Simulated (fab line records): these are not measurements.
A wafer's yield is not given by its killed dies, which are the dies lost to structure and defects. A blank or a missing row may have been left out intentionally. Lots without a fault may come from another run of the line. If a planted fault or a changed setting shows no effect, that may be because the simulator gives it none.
Chamber matching -- flow n5-finfet -- N5_BEOL_M0_PRE_CLEAN_131 on cvd-co-01: 3 sister chambers
The step time 15 s. 6 wafers are shown with their chamber, then 10 later ones without.

WAFERS, EACH WITH ITS CHAMBER
wafer,chamber,heater-power-w (W)
L080.3,1,61
L084.6,1,60
L086.4,2,141
L087.3,2,143
L090.4,0,91
L090.5,0,93

WAFERS WITHOUT THEIR CHAMBER
wafer,heater-power-w (W)
L090.6,144
L095.4,94
L095.5,89
L095.6,143
L096.1,92
L096.3,144
L096.5,146
L097.2,93
L097.4,62
L097.5,143

CHAMBER TAKEN BY EACH
wafer,from the rows above,in truth
L090.6,2,2
L095.4,0,0
L095.5,0,0
L095.6,2,2
L096.1,0,0
L096.3,2,2
L096.5,2,2
L097.2,0,0
L097.4,1,1
L097.5,2,2
Placed correctly: 10 of 10. From these rows, 0 cannot be placed. Number placed wrongly: 0.
How it was worked out, from the rows above alone: a wafer's distance from a chamber is the root of the sum, over the readings, of the square of ((its reading less the chamber's mean) divided by the reading's scatter). If the next closest chamber is less than 2 further off than the closest, the wafer can't be placed; otherwise it belongs to the closest. Each chamber's mean is taken over the wafers shown for it. The scatter: the root of (the sum of the squares of (reading less its chamber's mean) over the shown wafers, divided by (wafers less chambers)).
